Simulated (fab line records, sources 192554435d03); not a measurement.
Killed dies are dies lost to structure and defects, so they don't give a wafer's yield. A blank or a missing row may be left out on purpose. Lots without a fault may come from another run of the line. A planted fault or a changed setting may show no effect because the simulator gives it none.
fab line records | flow n5_finfet
record lots=6 wafers=16 last_day=18
route steps=1938 shown BEOL_M6@1224 PASSIVATION@1936
lots that met no fault: from a run of the same line without faults
start_h: hours from the record's first day to the start of the lot's first wafer shown | wait_h: hours since the lot's step before | " the same as in the row above | L1.1+2: a row that stands for several wafers | - no value, or no start given | * or withheld: withheld | < > ~ a bound
route shown NAME@n: a module of which the file shows steps, and the number in the route of the first | usual: mean/standard deviation of fault-free wafers | same: alike in all rows | chamber/n: place in a boat | sites: the reading at each site | _std_site: their standard deviation | _edge_site: outer sites' mean less inner sites' | radius_mm: how far each site lies from the wafer's centre | mask NAME#n: copy n | behind: the tool/chamber that last shaped the wafer | hold: why the lot was held/for how many hours/how that ended | device: the transistor (n, p or np) that didn't switch | end of line: the same wafers' tests at the end of the route | a step without rows: its recipe alone | killed: dies lost to structure and defects at the first sort, not the wafer's yield | map: a wafer's dies, x killed, . not, _ none there
set.NAME: the setting as run; set.NAME@STEP: as run at that earlier step | model.NAME: the simulator's own value behind a step, which no gauge read
lots at some steps of the route; a table a step, a row a wafer
services: from which hour (start_h, from the record's first day; less than 0 if before it) a tool's chamber was out of use, for how many hours, and why
## steps
# step N5_BEOL_M6_EXPOSE_25
# recipe mask_id=V5 na=0.33 source_shape=annular sigma_inner=0.4 sigma_outer=0.8 polarization=unpolarized target_cd_nm=40 dose_mj=45
# step N5_BEOL_M6_PEB_26
# recipe peb_temp_c=100 peb_time_s=60 resist=CAR-EUV
# step N5_BEOL_M6_DEVELOP_27
# recipe develop_time_s=30 developer=TMAH resist=CAR-EUV rinse_liquid=surfactant_rinse dry=air_spin dev_temp_c=23
# step N5_BEOL_M6_CD_MEAS_28
# recipe target_cd_nm=40 landing_energy_ev=500 detector=se_inlens
# usual cd_nm=40.01/0.3
# columns lot.wafer tool chamber start_h wait_h cd_nm
L423.1 cd_sem-02 0 176.65 - 39.89
L423.2 " 0 " " 39.44
L423.4 " 0 " " 39.65
L425.2 cd_sem-02 0 195.32 - 40.32
L425.3 " 0 " " 40.09
L425.6 " 0 " " 40.28
L429.2 cd_sem-03 0 216.57 - 39.72
L429.4 " 0 " " 39.88
L429.5 " 0 " " 40.26
L435.1 cd_sem-02 0 252.53 - 39.94
L435.4 " 0 " " 39.65
L435.6 " 0 " " 39.33
L443.1 cd_sem-03 0 314.31 - 39.96
L443.3 " 0 " " 39.93
L446.2 cd_sem-03 0 344.55 - 40.24
L446.3 " 0 " " 40.17
# step N5_BEOL_M6_OVL_MEAS_29
# recipe points_per_wafer=522
# usual V5_OVL=0.1/0.87
# columns lot.wafer tool chamber start_h wait_h V5_OVL[nm]
L423.1 overlay-01 0 176.68 0.0 0.6
L423.2 " 0 " " 1.2
L423.4 " 0 " " 0.8
L425.2 overlay-01 0 195.35 0.0 0.3
L425.3 " 0 " " -0.8
L425.6 " 0 " " 0.5
L429.2 overlay-01 0 216.61 0.0 -1.6
L429.4 " 0 " " -1.3
L429.5 " 0 " " 0.3
L435.1 overlay-01 0 252.56 0.0 -2.1
L435.4 " 0 " " -1.5
L435.6 " 0 " " -1.0
L443.1 overlay-02 0 314.34 0.0 -0.5
L443.3 " 0 " " -0.3
L446.2 overlay-02 0 344.59 0.0 -0.2
L446.3 " 0 " " 0.6
# step N5_BEOL_M6_INSPECT_30
# recipe mode=adi inspect_instrument=brightfield
# usual raw_defect_count=410/89
# columns lot.wafer tool chamber start_h wait_h raw_defect_count
L423.1 defect_inspect-01 - 176.74 0.1 300
L423.2 " - " " 396
L423.4 " - " " 441
L425.2 defect_inspect-02 - 195.40 0.0 446
L425.3 " - " " 337
L425.6 " - " " 408
L429.2 defect_inspect-01 - 216.66 0.0 407
L429.4 " - " " 445
L429.5 " - " " 350
L435.1 defect_inspect-02 - 252.62 0.1 457
L435.4 " - " " 401
L435.6 " - " " 448
L443.1 defect_inspect-01 - 314.40 0.1 407
L443.3 " - " " 397
L446.2 defect_inspect-02 - 344.64 0.0 396
L446.3 " - " " 493
# step N5_BEOL_M6_DESCUM_33
# recipe chemistry=O2 time_s=7 source_power_w=50 bias_power_w=20 pressure_mtorr=20 rf_frequency_hz=2.712e+07 temp_c=40 resist=CAR-EUV o2_flow_sccm=225
# usual drypump_motor_current_A=5.7/0.42 o2_flow_sccm=225.0/0.83 oes_product_au=0.79/0.1 rf_fwd_power_W=49.30/0.22 rf_vpp_V=242.8/1.7 showerhead_plenum_p_Torr=2.07/0.092 throttle_valve_pct=20.33/0.28
# columns lot.wafer tool chamber start_h wait_h drypump_motor_current_A o2_flow_sccm oes_product_au rf_fwd_power_W rf_hours_counter_h rf_vpp_V showerhead_plenum_p_Torr throttle_valve_pct
L423.1 rie_diel-05 0 177.23 0.5 5.7 225.2 0.67 49.06 243 241.4 2.01 20.87
L423.2 " 1 " " 6.0 225.6 0.86 48.96 45 241.5 2.06 20.22
L423.4 " 0 " " 5.7 225.9 0.68 49.15 - 242.0 2.01 20.88
L425.2 rie_diel-05 1 195.44 0.0 6.1 224.1 0.85 49.16 49 242.7 2.06 20.23
L425.3 " 2 " " 5.1 224.8 0.71 49.56 218 244.8 2.16 20.25
L425.6 " 2 " " 5.1 225.6 0.71 49.49 - 243.8 2.16 20.27
L429.2 rie_diel-06 2 216.80 0.1 5.5 224.4 0.68 49.36 213 242.1 1.98 20.47
L429.4 " 1 " " 6.0 224.1 0.68 49.10 - 242.1 2.07 20.91
L429.5 " 2 " " 5.4 223.9 0.68 49.46 - 241.7 1.98 20.47
L435.1 rie_diel-04 2 252.71 0.1 5.8 225.4 0.69 49.01 209 244.3 2.18 20.73
L435.4 " 1 " " 5.2 225.6 0.68 49.53 215 241.8 2.00 20.14
L435.6 " 3 " " 5.4 224.9 0.84 49.45 - 244.6 2.03 19.96
L443.1 rie_diel-04 1 314.62 0.2 5.2 224.2 0.66 49.50 237 242.2 1.99 20.15
L443.3 " 3 " " 5.4 225.8 0.80 49.42 85 242.7 2.02 19.96
L446.2 rie_diel-04 1 345.33 0.7 5.2 225.1 0.66 49.36 249 241.8 1.98 20.18
L446.3 " 2 " " 5.8 226.0 0.68 49.26 236 244.4 2.17 20.78
# step N5_BEOL_M6_ETCH_72
# recipe chemistry=N2/H2 target=underlayer target_depth_a=65 mask_material=CAR-EUV time_s=5.2 ion_energy_ev=200 pressure_mtorr=30 source_w=840 bias_w=150 n2_flow_sccm=200 h2_flow_sccm=200 ends=cleared
# usual drypump_motor_current_A=5.7/0.43 etch_rf_on_time_s=5.18/0.16 oes_product_au=0.68/0.088 rf_fwd_power_W=819.3/2.6 rf_vpp_V=523/3.2 showerhead_plenum_p_Torr=2.52/0.1 throttle_valve_pct=17.78/0.29
# columns lot.wafer tool chamber start_h wait_h drypump_motor_current_A etch_rf_on_time_s oes_product_au rf_fwd_power_W rf_hours_counter_h rf_vpp_V showerhead_plenum_p_Torr throttle_valve_pct
L423.1 rie_diel-05 0 177.27 0.0 5.7 5.18 0.58 821.4 243 519 2.38 17.87
L423.2 " 1 " " 6.1 5.01 0.74 822.2 45 521 2.51 17.70
L423.4 " 0 " " 5.7 5.13 0.58 821.7 - 522 2.38 17.87
L425.2 rie_diel-05 1 195.47 0.0 6.1 5.18 0.74 814.2 49 522 2.51 17.69
L425.3 " 2 " " 5.1 5.32 0.60 819.3 218 525 2.63 17.78
L425.6 " 2 " " 5.1 5.37 0.59 817.0 - 525 2.63 17.79
L429.2 rie_diel-06 2 216.85 0.0 5.4 5.31 0.60 819.0 213 518 2.43 18.22
L429.4 " 1 " " 6.0 4.98 0.61 820.0 - 521 2.50 18.24
L429.5 " 2 " " 5.4 5.29 0.60 821.4 - 519 2.43 18.20
L435.1 rie_diel-04 2 252.75 0.0 5.8 5.21 0.61 816.8 209 526 2.64 18.15
L435.4 " 1 " " 5.2 5.37 0.59 818.5 215 520 2.42 17.51
L435.6 " 3 " " 5.4 5.04 0.72 822.5 - 521 2.47 17.38
L443.1 rie_diel-04 1 314.66 0.0 5.3 5.42 0.57 822.1 237 522 2.41 17.56
L443.3 " 3 " " 5.3 5.08 0.71 818.2 85 522 2.46 17.41
L446.2 rie_diel-04 1 345.36 0.0 5.3 5.46 0.57 819.4 249 517 2.40 17.57
L446.3 " 2 " " 5.8 5.31 0.58 819.4 236 525 2.62 18.20
# step N5_BEOL_M6_ETCH_65
# recipe chemistry=CF4 target=SiARC target_depth_a=156 mask_material=CAR-EUV time_s=26 ion_energy_ev=80 pressure_mtorr=40 source_w=545 bias_w=36 Ar_flow_sccm=100 cf4_flow_sccm=100 ends=cleared
# usual drypump_motor_current_A=5.7/0.43 etch_rf_on_time_s=25.9/0.83 oes_product_au=0.68/0.088 rf_fwd_power_W=531.7/1.7 rf_vpp_V=183.7/1.3 showerhead_plenum_p_Torr=2.12/0.086 throttle_valve_pct=15.50/0.25
# columns lot.wafer tool chamber start_h wait_h drypump_motor_current_A etch_rf_on_time_s oes_product_au rf_fwd_power_W rf_hours_counter_h rf_vpp_V showerhead_plenum_p_Torr throttle_valve_pct
L423.1 rie_diel-05 0 177.28 0.0 5.7 26.3 0.58 532.9 243 183.0 2.03 15.87
L423.2 " 1 " " 6.1 25.4 0.73 531.6 45 185.3 2.10 15.24
L423.4 " 0 " " 5.7 26.0 0.58 532.3 - 182.7 2.03 15.86
L425.2 rie_diel-05 1 195.49 0.0 6.1 25.6 0.72 529.4 49 183.0 2.09 15.24
L425.3 " 2 " " 5.1 26.8 0.59 532.4 218 184.4 2.23 15.65
L425.6 " 2 " " 5.1 26.6 0.60 530.6 - 185.0 2.23 15.66
L429.2 rie_diel-06 2 216.87 0.0 5.5 26.7 0.59 529.1 213 182.4 2.02 15.72
L429.4 " 1 " " 6.0 25.3 0.59 531.8 - 182.2 2.10 16.03
L429.5 " 2 " " 5.5 26.8 0.59 531.5 - 181.8 2.02 15.73
L435.1 rie_diel-04 2 252.76 0.0 5.8 26.6 0.60 530.0 209 184.8 2.19 15.77
L435.4 " 1 " " 5.2 26.9 0.58 531.4 215 182.5 2.04 15.44
L435.6 " 3 " " 5.3 25.6 0.72 532.2 - 183.7 2.08 15.18
L443.1 rie_diel-04 1 314.67 0.0 5.2 27.0 0.58 533.7 237 182.1 2.03 15.48
L443.3 " 3 " " 5.4 25.6 0.70 531.7 85 183.2 2.07 15.25
L446.2 rie_diel-04 1 345.38 0.0 5.2 27.2 0.57 535.4 249 183.4 2.03 15.49
L446.3 " 2 " " 5.8 26.6 0.58 531.5 236 183.5 2.19 15.82
# step N5_BEOL_M6_ETCH_66
# recipe chemistry=N2/H2 target=SOC target_depth_a=800 overetch_a=160 mask_material=SiARC temp_c=40 time_s=120 ion_energy_ev=200 pressure_mtorr=30 source_w=840 bias_w=150 n2_flow_sccm=200 h2_flow_sccm=200
# usual drypump_motor_current_A=5.7/0.42 oes_product_au=0.61/0.074 rf_fwd_power_W=834.8/2.5 rf_vpp_V=523/3 run_length_s=143.1/0.42 showerhead_plenum_p_Torr=2.52/0.1 throttle_valve_pct=17.74/0.29
# columns lot.wafer tool chamber start_h wait_h drypump_motor_current_A oes_product_au rf_fwd_power_W rf_hours_counter_h rf_vpp_V run_length_s showerhead_plenum_p_Torr throttle_valve_pct
L423.1 rie_diel-05 0 177.31 0.0 5.7 0.53 837.1 243 520 142.6 2.38 17.86
L423.2 " 1 " " 6.0 0.66 831.4 45 522 143.2 2.51 17.63
L423.4 " 0 " " 5.8 0.53 837.0 - 519 142.3 2.38 17.85
L425.2 rie_diel-05 1 195.52 0.0 6.1 0.65 832.6 49 522 142.9 2.51 17.65
L425.3 " 2 " " 5.1 0.54 836.2 218 526 143.6 2.63 17.75
L425.6 " 2 " " 5.1 0.54 833.3 - 526 143.1 2.63 17.74
L429.2 rie_diel-06 2 216.92 0.0 5.4 0.54 833.2 213 519 143.3 2.43 18.19
L429.4 " 1 " " 6.0 0.52 833.3 - 522 143.5 2.50 18.20
L429.5 " 2 " " 5.4 0.54 832.7 - 520 143.5 2.43 18.17
L435.1 rie_diel-04 2 252.79 0.0 5.8 0.55 833.3 209 526 142.5 2.64 18.09
L435.4 " 1 " " 5.3 0.54 831.2 215 519 142.8 2.42 17.50
L435.6 " 3 " " 5.3 0.64 835.6 - 522 142.8 2.47 17.34
L443.1 rie_diel-04 1 314.70 0.0 5.3 0.52 837.8 237 520 143.0 2.41 17.54
L443.3 " 3 " " 5.4 0.62 834.8 85 523 143.0 2.46 17.38
L446.2 rie_diel-04 1 345.41 0.0 5.2 0.52 839.3 249 518 143.2 2.40 17.55
L446.3 " 2 " " 5.8 0.53 834.3 236 525 142.3 2.62 18.13
# step N5_BEOL_M6_STRIP_69
# recipe chemistry=N2/H2 temp_c=40 n2_flow_sccm=200 h2_flow_sccm=200 rf_frequency_hz=6e+07
# step N5_BEOL_M6_STRIP_73
# recipe chemistry=N2/H2 temp_c=40 n2_flow_sccm=200 h2_flow_sccm=200 rf_frequency_hz=6e+07
# step N5_BEOL_M6_VIA_ETCH_34
# recipe chemistry=C4F6/O2 target=SiCOH_lowk target_depth_a=1263 mask_material=SOC taper_deg=4 time_s=50.9 ion_energy_ev=250 pressure_mtorr=30 source_w=345 bias_w=185 Ar_flow_sccm=300 C4F6_flow_sccm=10 O2_flow_sccm=10
# usual drypump_motor_current_A=5.7/0.42 oes_ar_750_au=0.80/0.1 oes_product_au=0.79/0.1 rf_fwd_power_W=341.1/1.3 rf_vpp_V=659/15 run_length_s=74.0/0.43 showerhead_plenum_p_Torr=2.81/0.12 throttle_valve_pct=20.76/0.21
# columns lot.wafer tool chamber start_h wait_h drypump_motor_current_A oes_ar_750_au oes_product_au rf_fwd_power_W rf_hours_counter_h rf_vpp_V run_length_s showerhead_plenum_p_Torr throttle_valve_pct model.etch.depth_nm model.SOC_of_BEOL_M6_COAT_63.thk_nm
L423.1 rie_diel-05 0 177.41 0.0 5.7 0.69 0.69 340.7 243 678 73.5 2.71 21.19 125.7 54
L423.2 " 1 " " 6.0 0.86 0.86 339.2 45 655 73.9 2.80 20.65 128.2 53.8
L423.4 " 0 " " 5.7 0.68 0.68 341.6 - 678 73.2 2.71 21.18 126.6 53.8
L425.2 rie_diel-05 1 195.62 0.0 6.0 0.85 0.85 338.3 49 657 74.4 2.80 20.66 126.2 53.6
L425.3 " 2 " " 5.1 0.71 0.70 342.7 218 661 74.4 2.96 20.88 123.3 54
L425.6 " 2 " " 5.1 0.70 0.70 340.1 - 661 74.3 2.96 20.89 122 54
L429.2 rie_diel-06 2 217.07 0.0 5.4 0.70 0.68 340.8 213 687 74.3 2.67 20.82 122.1 54.2
L429.4 " 1 " " 6.0 0.68 0.69 340.9 - 667 74.5 2.77 21.13 128.1 54
L429.5 " 2 " " 5.4 0.70 0.69 340.6 - 686 74.4 2.67 20.82 122.9 54.2
L435.1 rie_diel-04 2 252.89 0.0 5.8 0.71 0.70 340.4 209 648 73.2 2.92 21.02 122.5 54.2
L435.4 " 1 " " 5.2 0.70 0.69 338.9 215 651 74.1 2.69 20.42 122.7 54
L435.6 " 3 " " 5.3 0.85 0.86 342.3 - 657 73.8 2.80 20.63 128.8 54
L443.1 rie_diel-04 1 314.80 0.0 5.3 0.69 0.67 343.3 237 652 77.7 2.68 20.46 129.1 53.2
L443.3 " 3 " " 5.4 0.82 0.81 342.3 85 656 78.0 2.79 20.64 135.3 53
L446.2 rie_diel-04 1 345.51 0.0 5.2 0.68 0.66 338.9 249 651 73.7 2.67 20.47 119.6 54.2
L446.3 " 2 " " 5.8 0.70 0.68 339.0 236 648 77.7 2.91 21.04 132.1 53.4
# step N5_BEOL_M6_STRIP_76
# recipe chemistry=C4F6/O2 resist=SiARC rf_frequency_hz=6e+07
# step N5_PASSIVATION_PROBE_49
# usual defect_limited_yield=91.1/1.5 killed_at_M0_to_M3=37/11 killed_at_M4_up=13/5.6 killed_at_contacts=12/5.6 killed_at_front_end=39/11 killed_at_other=4/3.1 killed_dies=105/18 killed_open=69/13 killed_short=35/7.4 sort_bin_5_function=5.1/0.92 sort_bin_6_memory=3.4/0.76 sort_n_pass=1075/18 sort_yield_pct=91.1/1.5
# same gross_dies=1180 killed_at_back_side=0 sort_bin_4_leakage[%]=0 sort_bin_8_speed[%]=0
# columns lot.wafer tool chamber start_h wait_h defect_limited_yield[%] killed_at_M0_to_M3 killed_at_M4_up killed_at_contacts killed_at_front_end killed_at_other killed_dies killed_open killed_short sort_bin_5_function[%] sort_bin_6_memory[%] sort_n_pass sort_yield_pct[%]
L425.2 prober-02 - 284.57 0.1 89.6 55 18 14 35 1 123 94 29 6.3 4.0 1057 89.6
L425.3 prober-02 - 284.62 0.1 90.9 47 11 11 35 3 107 83 24 5.8 3.2 1073 90.9
L425.6 prober-02 - 284.77 0.3 90.1 33 13 23 42 6 117 82 35 5.1 4.2 1063 90.1
L429.2 prober-01 - 301.77 0.1 92.0 35 11 2 37 9 94 54 40 4.3 3.2 1086 92.0
L429.4 prober-01 - 301.87 0.2 90.6 30 6 7 52 16 111 70 41 5.1 4.2 1069 90.6
L429.5 prober-01 - 301.92 0.2 91.1 36 18 8 34 9 105 62 42 5.5 3.2 1075 91.1
L446.2 prober-02 - 433.25 0.1 90.3 46 12 2 53 2 115 79 36 4.9 4.5 1065 90.3
L446.3 prober-02 - 433.30 0.1 91.3 37 4 3 54 5 103 62 36 4.1 4.1 1077 91.3
# killed by level:class
L425.2 FIN_SAQP:geometric_particle:open=12 BEOL_M1:geometric_particle:open=12 MOL_CONTACT_COAG:geometric_particle:open=11 BEOL_M2:geometric_particle:open=11 DUMMY_GATE:geometric_particle:open=10 BEOL_M0_SAQP:geometric_particle:short=10 BEOL_M4:geometric_particle:open=9 BEOL_M0_SAQP:geometric_particle:open=8
L425.3 BEOL_M2:geometric_particle:open=14 MOL_CONTACT_COAG:geometric_particle:open=10 BEOL_M0_SAQP:geometric_particle:open=9 STI_FIN_REVEAL:geometric_particle:open=8 BEOL_M4:geometric_particle:open=8 DUMMY_GATE:geometric_particle:open=7 BEOL_M3:geometric_particle:open=7 DUMMY_GATE:geometric_particle:short=4
L425.6 MOL_CONTACT_COAG:geometric_particle:open=23 BEOL_M1:geometric_particle:open=10 FIN_SAQP:geometric_particle:short=7 BEOL_M3:geometric_particle:open=7 BEOL_M0_SAQP:geometric_particle:short=6 DUMMY_GATE:geometric_particle:open=6 BEOL_M4:geometric_particle:open=6 STI_FIN_REVEAL:geometric_particle:open=5
L429.2 FIN_SAQP:geometric_particle:short=11 BEOL_M2:geometric_particle:open=10 STI_FIN_REVEAL:geometric_particle:open=9 BEOL_M0_SAQP:geometric_particle:short=7 BEOL_M0_SAQP:geometric_particle:open=5 BEOL_M3:geometric_particle:open=5 MIM_TOP_ETCH:geometric_particle:short=5 FIN_SAQP:geometric_particle:open=4
L429.4 FIN_SAQP:geometric_particle:short=17 FIN_SAQP:geometric_particle:open=12 STI_FIN_REVEAL:geometric_particle:open=9 BEOL_M0_SAQP:geometric_particle:open=8 MIM_TOP_ETCH:geometric_particle:short=8 DUMMY_GATE:geometric_particle:open=5 MOL_CONTACT_COAG:geometric_particle:open=5 BEOL_M1:geometric_particle:open=5
L429.5 FIN_SAQP:geometric_particle:short=10 BEOL_M0_SAQP:geometric_particle:short=10 FIN_SAQP:geometric_particle:open=9 BEOL_M2:geometric_particle:open=7 MOL_CONTACT_COAG:geometric_particle:open=6 ILD0:geometric_particle:short=5 BEOL_M0_SAQP:geometric_particle:open=5 STI_FIN_REVEAL:geometric_particle:open=4
L446.2 BEOL_M0_SAQP:geometric_particle:open=16 STI_FIN_REVEAL:geometric_particle:open=13 FIN_SAQP:geometric_particle:open=11 FIN_SAQP:geometric_particle:short=10 BEOL_M1:geometric_particle:open=7 BEOL_M0_SAQP:geometric_particle:short=7 DUMMY_GATE:geometric_particle:open=6 BEOL_M2:geometric_particle:open=6
L446.3 FIN_SAQP:geometric_particle:short=13 BEOL_M0_SAQP:geometric_particle:open=13 FIN_SAQP:geometric_particle:open=12 STI_FIN_REVEAL:geometric_particle:open=10 BEOL_M0_SAQP:geometric_particle:short=9 HKMG_FIN:area_etch=5 BEOL_M3:geometric_particle:open=4 BEOL_M1:geometric_particle:open=3
## services
# columns tool chamber start_h hours kind
rie_diel-05 1 183.09 9.7 repair
rie_diel-05 0 199.06 - clean
rie_diel-05 0 199.06 - consumable_replace:focus_ring
rie_diel-05 0 199.06 - consumable_replace:showerhead
rie_diel-05 0 199.06 18.2 scheduled_down
rie_diel-05 0 199.06 18.2 vent_cycle
rie_diel-04 0 205.22 - clean
rie_diel-04 0 205.22 - consumable_replace:focus_ring
rie_diel-04 0 205.22 - consumable_replace:showerhead
rie_diel-04 0 205.22 14.1 scheduled_down
rie_diel-04 0 205.22 14.1 vent_cycle
rie_diel-05 3 209.61 4.5 repair
rie_diel-05 3 217.52 - clean
rie_diel-05 3 217.52 - consumable_replace:focus_ring
rie_diel-05 3 217.52 14.1 scheduled_down
rie_diel-05 3 217.52 14.1 vent_cycle
rie_diel-05 0 223.81 5.5 repair
rie_diel-04 - 266.81 2.4 repair
rie_diel-06 - 267.21 0.6 repair
rie_diel-06 - 275.37 4.3 pm
rie_diel-06 2 294.86 13.9 repair
rie_diel-04 2 302.94 7.1 repair
rie_diel-04 2 310.68 4.4 repair
rie_diel-05 - 333.69 15.6 pm
## key
first_sign step=N5_BEOL_M6_VIA_ETCH_34 reading=run_length_s direction=up sigmas=8.9 usual=* struck=*
effect none on later readings
model_effect step=N5_BEOL_M6_VIA_ETCH_34 value=etch.depth_nm without=122.6 struck=132.2
met_at N5_BEOL_M6_VIA_ETCH_34
struck_wafers L443.1,L443.3,L446.3
onset_between 252.89 314.80
fault kind=process_parameter_drift tool=rie_diel-04 chamber=- onset_h=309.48 steps=N5_BEOL_M6_VIA_ETCH_34 channel=time_s offset=* shape=step end_h=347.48 scope=struck_wafers_only acts_in=* stated=*
